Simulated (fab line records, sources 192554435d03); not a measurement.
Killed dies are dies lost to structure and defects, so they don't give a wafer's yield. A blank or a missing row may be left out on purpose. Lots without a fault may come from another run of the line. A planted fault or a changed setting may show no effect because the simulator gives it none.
fab line records | flow n5_finfet
record lots=7 wafers=39
route steps=1938 shown WELL_APT@55 DUMMY_GATE@228 HKMG_FIN@386
start_h: hours from the record's first day to the start of the lot's first wafer shown | wait_h: hours since the lot's step before | " the same as in the row above | L1.1+2: a row that stands for several wafers | - no value, or no start given | * or withheld: withheld | < > ~ a bound
route shown NAME@n: a module of which the file shows steps, and the number in the route of the first | usual: mean/standard deviation of fault-free wafers | same: alike in all rows | chamber/n: place in a boat | sites: the reading at each site | _std_site: their standard deviation | _edge_site: outer sites' mean less inner sites' | radius_mm: how far each site lies from the wafer's centre | mask NAME#n: copy n | behind: the tool/chamber that last shaped the wafer | hold: why the lot was held/for how many hours/how that ended | device: the transistor (n, p or np) that didn't switch | end of line: the same wafers' tests at the end of the route | a step without rows: its recipe alone | killed: dies lost to structure and defects at the first sort, not the wafer's yield | map: a wafer's dies, x killed, . not, _ none there
set.NAME: the setting as run; set.NAME@STEP: as run at that earlier step | model.NAME: the simulator's own value behind a step, which no gauge read
lots whose settings were changed on purpose; a table a step, a row a wafer
## steps
# step N5_WELL_APT_EPI_41
# recipe material=Si target_thk_a=500 temp_c=650 precursor=SiH4/H2 pressure_torr=20 time_s=297.7
# columns lot.wafer tool chamber start_h wait_h set.target_thk_a model.Si_of_WELL_APT_EPI_41.thk_nm
L081.1 epi_rpcvd-02 0 59.09 0.0 473.2 47.37
L081.2 " 0 " " 500 50.54
L081.3 " 0 " " 473.2 47.16
L081.4 " 0 " " 500 50.4
L081.5 " 0 " " 473.2 47.75
L081.6 " 0 " " 500 50.08
L084.1 epi_rpcvd-03 0 76.52 0.0 537.6 54.06
L084.2 " 0 " " 500 50.42
L084.3 " 0 " " 537.6 54
L084.4 " 0 " " 500 50.47
L084.5 " 0 " " 500 50.23
L084.6 " 0 " " 537.6 54.69
L085.1 epi_rpcvd-02 0 82.59 0.0 537.2 53.78
L085.2 " 0 " " 537.2 53.75
L085.3 " 0 " " 500 49.23
L085.4 " 0 " " 537.2 53.32
L085.5 " 0 " " 500 49.11
L085.6 " 0 " " 500 49.7
L086.1 epi_rpcvd-02 0 88.17 0.0 535.9 52.83
L086.2 " 0 " " 535.9 53.38
L086.3 " 0 " " 500 48.88
L086.4 " 0 " " 500 48.84
L086.5 " 0 " " 500 48.95
L086.6 " 0 " " 535.9 53.36
L089.1+6 epi_rpcvd-03 0 109.76 0.0 500 49.52
L089.2 " 0 " " 500 50.08
L089.3 " 0 " " 500 49.71
L089.4 " 0 " " 500 50.24
L089.5 " 0 " " 500 49.7
L091.1 epi_rpcvd-03 0 117.92 0.0 500 50.43
L091.2 " 0 " " 500 50.35
L091.6 " 0 " " 500 49.28
L092.1 epi_rpcvd-02 0 124.17 0.0 500 50.13
L092.2 " 0 " " 470.9 47.4
L092.3 " 0 " " 470.9 47.91
L092.4 " 0 " " 470.9 47.84
L092.5 " 0 " " 500 50.38
L092.6 " 0 " " 500 50.4
# step N5_DUMMY_GATE_EXPOSE_12
# recipe mask_id=GATE na=0.33 source_shape=annular sigma_inner=0.2 sigma_outer=0.6 polarization=unpolarized target_cd_nm=25 dose_mj=34
# columns lot.wafer tool chamber start_h wait_h mask set.dose_mj
L081.1+5+6 euv_scanner-01 0 90.14 - GATE#0 31.61
L081.2+3+4 " 0 " " GATE#0 34
L084.1+3+5 euv_scanner-02 0 107.17 - GATE#0 34
L084.2+4+6 " 0 " " GATE#0 34.96
L085.1+5+6 euv_scanner-01 0 115.08 - GATE#0 32.37
L085.2+3+4 " 0 " " GATE#0 34
L086.1+2+3+4+5+6 euv_scanner-02 0 119.78 - GATE#0 34
L089.1+3+4 euv_scanner-02 0 139.44 - GATE#0 34
L089.2+5+6 " 0 " " GATE#0 35.92
L091.1+2+6 euv_scanner-02 0 147.87 - GATE#0 34
L092.1+3+5 euv_scanner-02 0 153.89 - GATE#0 31.83
L092.2+4+6 " 0 " " GATE#0 34
# step N5_DUMMY_GATE_PEB_13
# recipe peb_temp_c=100 peb_time_s=60 resist=CAR-EUV
# step N5_DUMMY_GATE_DEVELOP_14
# recipe develop_time_s=30 developer=TMAH resist=CAR-EUV rinse_liquid=surfactant_rinse dry=air_spin dev_temp_c=23
# step N5_DUMMY_GATE_CD_MEAS_15
# recipe target_cd_nm=25.8 landing_energy_ev=500 detector=se_inlens
# usual cd_nm=24.98/0.24
# columns lot.wafer tool chamber start_h wait_h set.dose_mj@DUMMY_GATE_EXPOSE_12 cd_nm
L081.1 cd_sem-01 0 90.27 - 31.61 25.99
L081.2 " 0 " " 34 24.81
L081.3 " 0 " " 34 25.10
L081.4 " 0 " " 34 24.59
L081.5 " 0 " " 31.61 26.26
L081.6 " 0 " " 31.61 26.08
L084.1 cd_sem-03 0 107.30 - 34 25.76
L084.2 " 0 " " 34.96 24.31
L084.3 " 0 " " 34 24.96
L084.4 " 0 " " 34.96 24.68
L084.5 " 0 " " 34 24.99
L084.6 " 0 " " 34.96 24.88
L085.1 cd_sem-03 0 115.20 - 32.37 26.02
L085.2 " 0 " " 34 24.79
L085.3 " 0 " " 34 25.10
L085.4 " 0 " " 34 24.83
L085.5 " 0 " " 32.37 25.94
L085.6 " 0 " " 32.37 26.42
L086.1 cd_sem-02 0 119.91 - 34 25.40
L086.2 " 0 " " 34 25.12
L086.3 " 0 " " 34 25.33
L086.4 " 0 " " 34 24.99
L086.5 " 0 " " 34 24.85
L086.6 " 0 " " 34 25.12
L089.1 cd_sem-01 0 139.57 - 34 24.80
L089.2 " 0 " " 35.92 24.02
L089.3 " 0 " " 34 25.13
L089.4 " 0 " " 34 25.16
L089.5 " 0 " " 35.92 24.19
L089.6 " 0 " " 35.92 23.99
L091.1 cd_sem-02 0 148.00 - 34 24.83
L091.2 " 0 " " 34 24.61
L091.6 " 0 " " 34 24.75
L092.1 cd_sem-01 0 154.01 - 31.83 26.28
L092.2 " 0 " " 34 24.99
L092.3 " 0 " " 31.83 26.58
L092.4 " 0 " " 34 24.96
L092.5 " 0 " " 31.83 26.62
L092.6 " 0 " " 34 24.69
# step N5_DUMMY_GATE_ETCH_37
# recipe chemistry=N2/H2 target=SOC target_depth_a=600 overetch_a=300 temp_c=40 ion_energy_ev=200 pressure_mtorr=30 source_w=840 bias_w=150 n2_flow_sccm=200 h2_flow_sccm=200
# usual rf_vpp_V=523.8/2.6
# columns lot.wafer tool chamber start_h wait_h set.source_w rf_vpp_V
L081.1 rie_diel-01 0 90.54 0.0 840 525.9
L081.2 " 3 " " 840 520.5
L081.3 " 2 " " 840 522.0
L081.4 " 1 " " 695.8 559.3
L081.5 " 0 " " 695.8 557.5
L081.6 " 1 " " 695.8 557.7
L084.1 rie_diel-01 0 107.57 0.0 840 525.6
L084.2 " 2 " " 965.7 500.5
L084.3 " 3 " " 965.7 497.1
L084.4 " 1 " " 965.7 501.6
L084.5 " 1 " " 840 526.6
L084.6 " 0 " " 840 525.0
L085.1 rie_diel-05 2 115.48 0.0 840 527.4
L085.2 " 3 " " 840 526.3
L085.3 " 0 " " 840 519.0
L085.4 " 1 " " 840 527.1
L085.5 " 3 " " 840 526.9
L085.6 " 0 " " 840 518.1
L086.1 rie_diel-03 3 120.18 0.0 840 526.6
L086.2 " 2 " " 840 520.6
L086.3 " 0 " " 840 524.1
L086.4 " 1 " " 840 522.3
L086.5 " 3 " " 840 526.4
L086.6 " 2 " " 840 520.6
L089.1 rie_diel-01 2 139.84 0.0 840 522.5
L089.2 " 1 " " 840 525.4
L089.3 " 3 " " 840 520.9
L089.4 " 0 " " 840 525.4
L089.5 " 1 " " 840 525.8
L089.6 " 0 " " 840 525.4
L091.1 rie_diel-01 3 148.27 0.0 840 520.6
L091.2 " 0 " " 840 525.3
L091.6 " 2 " " 840 523.4
L092.1 rie_diel-05 0 154.29 0.0 840 518.5
L092.2 " 3 " " 840 526.2
L092.3 " 2 " " 840 527.6
L092.4 " 1 " " 840 527.5
L092.5 " 2 " " 840 529.6
L092.6 " 3 " " 840 526.6
# step N5_DUMMY_GATE_ETCH_31
# recipe chemistry=C4F6/O2 target=SiO2 mask_material=SOC target_depth_a=825 time_s=27.5 ion_energy_ev=250 pressure_mtorr=30 source_w=345 bias_w=185 Ar_flow_sccm=300 C4F6_flow_sccm=10 O2_flow_sccm=10
# columns lot.wafer tool chamber start_h wait_h set.target_depth_a model.etch.depth_nm model.SOC_of_DUMMY_GATE_COAT_34.thk_nm
L081.1 rie_diel-03 3 90.82 0.0 825 81.27 51.8
L081.2 " 1 " " 825 82.82 51.8
L081.3 " 2 " " 723.9 71.72 52.8
L081.4 " 0 " " 723.9 70.72 53
L081.5 " 2 " " 825 82.14 51.6
L081.6 " 3 " " 723.9 71.38 52.8
L084.1 rie_diel-01 1 107.85 0.0 825 86.01 51.4
L084.2 " 2 " " 783.1 77.91 52.2
L084.3 " 0 " " 825 83.31 51.6
L084.4 " 3 " " 825 82.45 52
L084.5 " 0 " " 783.1 79.45 52.2
L084.6 " 3 " " 783.1 78.4 52.6
L085.1 rie_diel-03 0 115.76 0.0 825 81.76 52
L085.2 " 1 " " 825 83.59 51.8
L085.3 " 3 " " 825 82.08 51.8
L085.4 " 2 " " 825 82.37 52
L085.5 " 2 " " 825 82.36 52
L085.6 " 1 " " 825 83.07 52
L086.1 rie_diel-05 3 120.46 0.0 825 82.58 51.4
L086.2 " 2 " " 917.1 93.14 50.6
L086.3 " 0 " " 825 83.55 51.4
L086.4 " 1 " " 917.1 91.57 51
L086.5 " 2 " " 917.1 93.44 50.6
L086.6 " 3 " " 825 82.46 51.6
L089.1 rie_diel-05 0 140.17 0.1 872.3 87.41 51.2
L089.2 " 1 " " 872.3 85.85 51.6
L089.3 " 2 " " 825 83.97 51.6
L089.4 " 3 " " 825 82.22 51.6
L089.5 " 3 " " 825 82.93 51.8
L089.6 " 0 " " 872.3 88.46 51
L091.1 rie_diel-05 0 148.78 0.1 825 83.72 51.6
L091.2 " 2 " " 825 85.02 51.6
L091.6 " 0 " " 825 84.35 51.6
L092.1 rie_diel-01 1 154.60 0.1 825 83.93 51.6
L092.2 " 2 " " 825 81.29 52
L092.3 " 0 " " 825 83.11 51.6
L092.4 " 3 " " 825 80.79 52.2
L092.5 " 0 " " 825 82.66 51.8
L092.6 " 3 " " 825 80.56 52
# step N5_DUMMY_GATE_ETCH_32
# recipe chemistry=CF4 target=SiO2 target_depth_a=35 time_s=3.9 ion_energy_ev=350 pressure_mtorr=10 icp_w=800 bias_w=400 cf4_flow_sccm=80
# columns lot.wafer tool chamber start_h wait_h set.time_s model.etch.depth_nm
L081.1 rie_si-06 1 91.07 0.1 3.9 3.478
L081.2 " 3 " " 4.502 3.907
L081.3 " 2 " " 3.9 3.419
L081.4 " 0 " " 3.9 3.53
L081.5 " 3 " " 4.502 3.931
L081.6 " 0 " " 4.502 4.081
L084.1 rie_si-02 3 108.10 0.1 3.599 3.219
L084.2 " 1 " " 3.9 3.53
L084.3 " 0 " " 3.9 3.511
L084.4 " 2 " " 3.599 3.16
L084.5 " 0 " " 3.9 3.545
L084.6 " 1 " " 3.599 3.228
L085.1 rie_si-01 2 116.00 0.1 4.43 4.148
L085.2 " 1 " " 3.9 3.482
L085.3 " 3 " " 3.9 3.438
L085.4 " 0 " " 4.43 4.085
L085.5 " 0 " " 4.43 4.094
L085.6 " 3 " " 3.9 3.446
L086.1 rie_si-06 2 120.71 0.1 3.9 3.418
L086.2 " 0 " " 4.169 3.796
L086.3 " 1 " " 4.169 3.694
L086.4 " 3 " " 4.169 3.631
L086.5 " 2 " " 3.9 3.462
L086.6 " 3 " " 3.9 3.399
L089.1 rie_si-01 2 140.42 0.1 3.9 3.725
L089.2 " 1 " " 3.6 3.251
L089.3 " 3 " " 3.6 3.239
L089.4 " 0 " " 3.9 3.656
L089.5 " 0 " " 3.9 3.63
L089.6 " 3 " " 3.6 3.217
L091.1 rie_si-06 1 149.02 0.1 3.9 3.436
L091.2 " 2 " " 3.9 3.414
L091.6 " 0 " " 3.9 3.589
L092.1 rie_si-06 0 154.85 0.1 3.9 3.552
L092.2 " 1 " " 3.9 3.455
L092.3 " 2 " " 3.9 3.43
L092.4 " 3 " " 3.9 3.382
L092.5 " 1 " " 3.9 3.499
L092.6 " 2 " " 3.9 3.408
# step N5_HKMG_FIN_HK_ALD_01
# recipe material=HfO2 target_thk_a=16 temp_c=withheld ald_precursor_family=HfCl4 ald_co_reactant=H2O pulse_time_s=3 purge_time_s=3 co_reactant_purge_time_s=2.5 co_reactant_pulse_time_s=0.3 ald_cycles=30
# columns lot.wafer tool chamber start_h wait_h set.ald_cycles
L081.1+4+6 ald_hk-03 1,0,0 114.38 0.0 30
L081.2+3+5 " 3,2,1 " " 34
L084.1+2+3 ald_hk-02 2,1,0 130.52 0.0 30
L084.4+5+6 " 3,1,0 " " 26
L085.1+2+3+4+5+6 ald_hk-03 0,2,3,1,1,0 138.30 0.0 30
L086.1+2+3+4+5+6 ald_hk-03 1,3,0,2,0,3 144.41 0.0 30
L089.1+2+3+4+5+6 ald_hk-01 2,0,1,3,0,1 164.31 0.0 30
L091.1+2+6 ald_hk-03 0,1,1 171.11 0.0 30
L092.1+2+5 ald_hk-02 2,3,3 178.11 0.0 30
L092.3+4+6 " 1,0,0 " " 34
# step N5_HKMG_FIN_ETCH_54
# recipe chemistry=CF4 target=SiARC target_depth_a=455 mask_material=CAR-ArF time_s=75.8 ion_energy_ev=80 pressure_mtorr=40 source_w=545 bias_w=36 Ar_flow_sccm=100 cf4_flow_sccm=100 ends=cleared
# usual etch_rf_on_time_s=75.5/1.7 rf_vpp_V=184.0/1.1
# columns lot.wafer tool chamber start_h wait_h set.source_w etch_rf_on_time_s rf_vpp_V
L081.1 rie_diel-06 2 115.51 0.0 478.1 84.3 192.2
L081.2 " 0 " " 478.1 82.9 191.2
L081.3 " 3 " " 545 77.2 183.5
L081.4 " 0 " " 545 73.4 183.8
L081.5 " 2 " " 545 75.3 183.2
L081.6 " 3 " " 478.1 87.2 193.3
L084.1 rie_diel-04 3 131.95 0.0 545 75.7 184.5
L084.2 " 2 " " 545 76.0 183.0
L084.3 " 0 " " 607.5 68.9 174.9
L084.4 " 1 " " 607.5 65.3 176.9
L084.5 " 3 " " 545 75.8 184.2
L084.6 " 0 " " 607.5 69.2 177.7
L085.1 rie_diel-06 2 139.40 0.0 545 75.2 183.4
L085.2 " 0 " " 592 68.5 179.6
L085.3 " 3 " " 545 78.1 184.5
L085.4 " 3 " " 592 73.2 178.5
L085.5 " 0 " " 545 74.3 183.4
L085.6 " 2 " " 592 70.2 178.8
L086.1 rie_diel-02 2 145.51 0.0 482.9 85.9 192.3
L086.2 " 1 " " 545 75.7 184.3
L086.3 " 0 " " 545 75.5 184.9
L086.4 " 3 " " 482.9 83.1 194.0
L086.5 " 1 " " 482.9 84.0 192.0
L086.6 " 0 " " 545 75.9 183.8
L089.1 rie_diel-06 2 165.47 0.0 545 75.4 182.0
L089.2 " 3 " " 545 78.1 183.4
L089.3 " 0 " " 631 64.3 175.8
L089.4 " 3 " " 631 68.5 174.5
L089.5 " 2 " " 545 75.3 183.5
L089.6 " 0 " " 631 63.6 175.8
L091.1 rie_diel-02 0 172.20 0.0 545 76.6 184.2
L091.2 " 2 " " 545 77.6 183.0
L091.6 " 3 " " 545 73.8 186.0
L092.1 rie_diel-04 0 179.40 0.0 545 76.7 182.9
L092.2 " 2 " " 545 77.0 181.7
L092.3 " 1 " " 483.5 81.7 192.6
L092.4 " 3 " " 483.5 85.0 191.3
L092.5 " 1 " " 483.5 81.0 192.8
L092.6 " 2 " " 545 77.2 182.2
# step N5_HKMG_FIN_ETCH_55
# recipe chemistry=N2/H2 target=SOC target_depth_a=2400 temp_c=40 time_s=300 ion_energy_ev=200 mask_material=SiARC pressure_mtorr=30 source_w=840 bias_w=150 n2_flow_sccm=200 h2_flow_sccm=200
# step N5_HKMG_FIN_STRIP_56
# recipe chemistry=N2/H2 temp_c=40 n2_flow_sccm=200 h2_flow_sccm=200 rf_frequency_hz=6e+07
# step N5_HKMG_FIN_WET_ETCH_82
# recipe chemistry=dHCl mix=1:10000 temp_c=25 target=La2O3 stop_on=HfO2 target_depth_nm=2 dry=ipa_marangoni rinse_time_s=30 rinse_temp_c=23
# step N5_HKMG_FIN_ALD_36
# recipe material=TiN target_thk_a=10 temp_c=400 ald_precursor_family=TiCl4 ald_co_reactant=NH3 pulse_time_s=1 purge_time_s=3 co_reactant_purge_time_s=2 co_reactant_pulse_time_s=2 ald_cycles=47 pressure_torr=3
# step N5_HKMG_FIN_THK_MEAS_70
# recipe thk_meas_gauge=xrf reads=HfO2_of_HKMG_FIN_HK_ALD_01
# usual HK_THK=1.611/0.019
# columns lot.wafer tool chamber start_h wait_h set.ald_cycles@HKMG_FIN_HK_ALD_01 HK_THK[nm]
L081.1 film_metro-02 - 118.11 0.2 30 1.622
L081.2 " - " " 34 1.816
L081.3 " - " " 34 1.794
L081.4 " - " " 30 1.606
L081.5 " - " " 34 1.852
L081.6 " - " " 30 1.614
L084.1 film_metro-01 - 134.32 0.2 30 1.622
L084.2 " - " " 30 1.612
L084.3 " - " " 30 1.622
L084.4 " - " " 26 1.404
L084.5 " - " " 26 1.402
L084.6 " - " " 26 1.414
L085.1 film_metro-02 - 141.76 0.2 30 1.611
L085.2 " - " " 30 1.611
L085.3 " - " " 30 1.630
L085.4 " - " " 30 1.667
L085.5 " - " " 30 1.623
L085.6 " - " " 30 1.636
L086.1 film_metro-02 - 147.87 0.2 30 1.632
L086.2 " - " " 30 1.635
L086.3 " - " " 30 1.641
L086.4 " - " " 30 1.620
L086.5 " - " " 30 1.613
L086.6 " - " " 30 1.610
L089.1 film_metro-01 - 167.84 0.2 30 1.592
L089.2 " - " " 30 1.615
L089.3 " - " " 30 1.634
L089.4 " - " " 30 1.616
L089.5 " - " " 30 1.608
L089.6 " - " " 30 1.628
L091.1 film_metro-01 - 174.63 0.2 30 1.603
L091.2 " - " " 30 1.640
L091.6 " - " " 30 1.635
L092.1 film_metro-02 - 182.07 0.2 30 1.581
L092.2 " - " " 30 1.579
L092.3 " - " " 34 1.835
L092.4 " - " " 34 1.833
L092.5 " - " " 30 1.566
L092.6 " - " " 34 1.851
# step N5_HKMG_FIN_ETCH_32
# recipe chemistry=N2/H2 target=SOC target_depth_a=2400 temp_c=40 time_s=300 ion_energy_ev=200 mask_material=SiARC pressure_mtorr=30 source_w=840 bias_w=150 n2_flow_sccm=200 h2_flow_sccm=200
# usual rf_vpp_V=523.6/2.4
# columns lot.wafer tool chamber start_h wait_h set.bias_w rf_vpp_V model.SiARC_of_HKMG_FIN_COAT_30.thk_nm
L081.1 rie_diel-04 0 119.27 0.0 172 568.9 19
L081.2 " 3 " " 150 522.8 20.8
L081.3 " 1 " " 172 571.3 17.8
L081.4 " 2 " " 150 521.4 21.4
L081.5 " 3 " " 172 570.5 18.4
L081.6 " 2 " " 150 520.7 21.4
L084.1 rie_diel-02 0 135.38 0.0 150 525.0 21
L084.2 " 1 " " 150 528.3 21.6
L084.3 " 3 " " 150 528.3 21.2
L084.4 " 2 " " 150 523.9 21.6
L084.5 " 1 " " 150 525.0 21.8
L084.6 " 2 " " 150 522.6 21.8
L085.1 rie_diel-06 3 143.05 0.0 150 521.5 21.6
L085.2 " 0 " " 140.7 505.4 22
L085.3 " 2 " " 140.7 499.3 22.2
L085.4 " 3 " " 150 523.1 21.6
L085.5 " 0 " " 140.7 504.5 22
L085.6 " 2 " " 150 519.8 21
L086.1 rie_diel-04 0 148.93 0.0 150 521.5 21.4
L086.2 " 3 " " 150 524.4 21.2
L086.3 " 2 " " 150 519.1 21.6
L086.4 " 1 " " 130.2 479.0 23.2
L086.5 " 0 " " 130.2 477.5 23.8
L086.6 " 1 " " 130.2 478.3 23.2
L089.1 rie_diel-06 3 168.77 0.0 164.5 554.7 20.2
L089.2 " 2 " " 150 521.0 21.2
L089.3 " 0 " " 164.5 556.5 19.2
L089.4 " 0 " " 150 525.8 20.8
L089.5 " 3 " " 150 522.9 21.6
L089.6 " 2 " " 164.5 551.5 19.4
L091.1 rie_diel-06 0 175.85 0.0 150 525.2 20.8
L091.2 " 2 " " 150 519.6 21.2
L091.6 " 2 " " 150 519.9 21.2
L092.1 rie_diel-04 3 183.13 0.0 150 522.8 21.2
L092.2 " 0 " " 138.2 494.6 22.6
L092.3 " 2 " " 138.2 492.8 22.8
L092.4 " 1 " " 138.2 499.6 22
L092.5 " 1 " " 150 524.8 20.4
L092.6 " 2 " " 150 520.2 21.6
## key
split step=N5_WELL_APT_EPI_41 setting=target_thk_a stated=500 by=wafer
response step=N5_WELL_APT_EPI_41 reading=model.Si_of_WELL_APT_EPI_41.thk_nm change=+0.542 per=1% r=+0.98
split step=N5_DUMMY_GATE_EXPOSE_12 setting=dose_mj stated=34 by=wafer
response step=N5_DUMMY_GATE_CD_MEAS_15 reading=cd_nm change=-0.211 per=1% r=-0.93
split step=N5_DUMMY_GATE_ETCH_37 setting=source_w stated=840 by=wafer
response step=N5_DUMMY_GATE_ETCH_37 reading=rf_vpp_V change=-1.92 per=1% r=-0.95
split step=N5_DUMMY_GATE_ETCH_31 setting=target_depth_a stated=825 by=wafer
response step=N5_DUMMY_GATE_ETCH_31 reading=model.etch.depth_nm change=+0.88 per=1% r=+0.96
response step=N5_DUMMY_GATE_ETCH_31 reading=model.SOC_of_DUMMY_GATE_COAT_34.thk_nm change=-0.0832 per=1% r=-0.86
split step=N5_DUMMY_GATE_ETCH_32 setting=time_s stated=3.9 by=wafer
response step=N5_DUMMY_GATE_ETCH_32 reading=model.etch.depth_nm change=+0.0413 per=1% r=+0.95
split step=N5_HKMG_FIN_HK_ALD_01 setting=ald_cycles stated=30 by=wafer
response step=N5_HKMG_FIN_THK_MEAS_70 reading=HK_THK change=+0.0171 per=1% r=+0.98
split step=N5_HKMG_FIN_ETCH_54 setting=source_w stated=545 by=wafer
response step=N5_HKMG_FIN_ETCH_54 reading=etch_rf_on_time_s change=* per=1% r=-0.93
response step=N5_HKMG_FIN_ETCH_54 reading=rf_vpp_V change=-0.651 per=1% r=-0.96
split step=N5_HKMG_FIN_ETCH_32 setting=bias_w stated=150 by=wafer
response step=N5_HKMG_FIN_ETCH_32 reading=rf_vpp_V change=+3.28 per=1% r=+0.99
response step=N5_HKMG_FIN_ETCH_32 reading=model.SiARC_of_HKMG_FIN_COAT_30.thk_nm change=-0.168 per=1% r=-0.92
